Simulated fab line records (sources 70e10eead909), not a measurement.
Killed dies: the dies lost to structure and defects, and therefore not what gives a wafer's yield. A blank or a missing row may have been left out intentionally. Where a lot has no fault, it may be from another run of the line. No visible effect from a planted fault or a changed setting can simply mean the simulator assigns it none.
Comparing a struck lot with a sound one / flow nand-harc / 14 out of 1159 route steps
Sound: the wafers L765.1, L765.3, L765.4. The struck wafers were L778.1, L778.2, L778.4. At the end, the cause is stated.
At each step with rows: each side's tool, then ch and its chambers, then its first start. Under that, the readings that differ: sound wafers / struck wafers / difference of the means / sigmas: that difference in standard deviations of wafers without a fault.
alike: words and numbers the same on both sides, and readings whose means are apart by under 2 such deviations; not compared: readings that were withheld, readings missing a value for some wafer, numbers with overlapping values and no deviation given by the record, and bounds like >300 which may hide the same value.
A row with sigmas, a row that says differs or no value, or rows on one side alone: a step with any of these is where the two part. Non-overlapping numbers with no deviation appear without sigmas and do not part them. A reading that every wafer of one side lacks parts them only if that side has two wafers or more.

NHARC_A_ONON_D1_THK_MEAS_21: measures by ellipsometry.
  sound on film-metro-02 at day 7 19:35; struck on film-metro-01 at day 11 02:32
  alike: thk-nm
next comes 1 step that has no rows for these wafers: NHARC_A_ONON_D1_DEP_22 (target thickness 1000 nm).
NHARC_A_ONON_D1_THK_MEAS_24: measures by ellipsometry.
  sound on film-metro-02 at day 7 20:10; struck on film-metro-02 at day 11 03:06
  alike: thk-nm
next comes 1 step that has no rows for these wafers: NHARC_A_ONON_D1_DEP_25 (target thickness 1000 nm).
NHARC_A_ONON_D1_THK_MEAS_27: measures by ellipsometry.
  sound on film-metro-02 at day 7 20:44; struck on film-metro-01 at day 11 03:40
  alike: thk-nm
next comes 1 step that has no rows for these wafers: NHARC_A_ONON_D1_DEP_28 (target thickness 1000 nm).
NHARC_A_ONON_D1_THK_MEAS_30: measures by ellipsometry.
  sound on film-metro-02 at day 7 21:20; struck on film-metro-02 at day 11 04:16
  alike: thk-nm
NHARC_A_ONON_D1_DEP_33: deposits SiO2, target thk 200 nm.
  sound on pecvd-01 ch 1,2, day 7 21:48; struck on pecvd-02 ch 0,1, day 11 04:20
  alike: chamber-pressure-Torr, flow-sccm, heater-power-w, rf-fwd-power-W, throttle-valve-pct
NHARC_A_ONON_D1_THK_MEAS_34: measures by ellipsometry.
  sound on film-metro-01 at day 7 22:13; struck on film-metro-02 at day 11 04:44
  alike: thk-nm
NHARC_A_ONON_D1_INSPECT_32:
  sound on defect-inspect-02 at day 7 22:17; struck on defect-inspect-02 at day 11 04:48
  alike: raw-defect-count
NHARC_A_CHANNEL_HOLE_D1_DEP_00: deposits aC, target thk 3100 nm.
  sound on acl-dep-01 ch 0, day 8 01:11; struck on acl-dep-03 ch 0, day 11 04:52
reading=susceptor-temp-C (C); sound=- - -; struck=399.84 399.90 399.79; difference=no value on the sound wafers; sigmas=
  alike: throttle-valve-pct
NHARC_A_CHANNEL_HOLE_D1_DEP_01: deposits SiON, target thk 140 nm.
  sound on pecvd-01 ch 0,1, day 8 03:06; struck on pecvd-03 ch 0,1,2, day 11 06:48
  no value came back on the struck wafers for chamber-pressure-Torr (Torr), heater-power-outer-w (W), heater-power-w (W), rf-fwd-power-W (W); on the sound wafers chamber-pressure-Torr (Torr) reads 3.507 3.500 3.501
then, 1 step without rows for these wafers: NHARC_A_CHANNEL_HOLE_D1_DEHYDRATE_02 (time 120 s).
-- the record jumps here: 11 days lie between the struck wafers' starts before and after (it left off in module A_CHANNEL_HOLE_D1 and takes up again in module END, whose first step shown is number 1159 of the route) --
NHARC_END_SORT_01:
  sound on prober-02 ch 0, day 19 09:02; struck on prober-02 ch 0, day 22 05:35
reading=hold; sound=- - -; struck=await-dispo/2.0h/scrap await-dispo/2.0h/scrap await-dispo/2.0h/scrap; difference=no value on the sound wafers; sigmas=
reading=killed-at-array; sound=27 36 22; struck=672 673 675; difference=+645; sigmas=+81
reading=killed-at-other; sound=3 4 3; struck=0 1 1; difference=-3; sigmas=-2
reading=killed-dies; sound=36 41 27; struck=677 677 677; difference=+642; sigmas=+73
  alike: killed-at-periphery, killed-open, killed-short

WHERE THEY PART
Last at NHARC_END_SORT_01 as far as this record goes, first at NHARC_A_CHANNEL_HOLE_D1_DEP_00.

WHY: what the simulator had put in
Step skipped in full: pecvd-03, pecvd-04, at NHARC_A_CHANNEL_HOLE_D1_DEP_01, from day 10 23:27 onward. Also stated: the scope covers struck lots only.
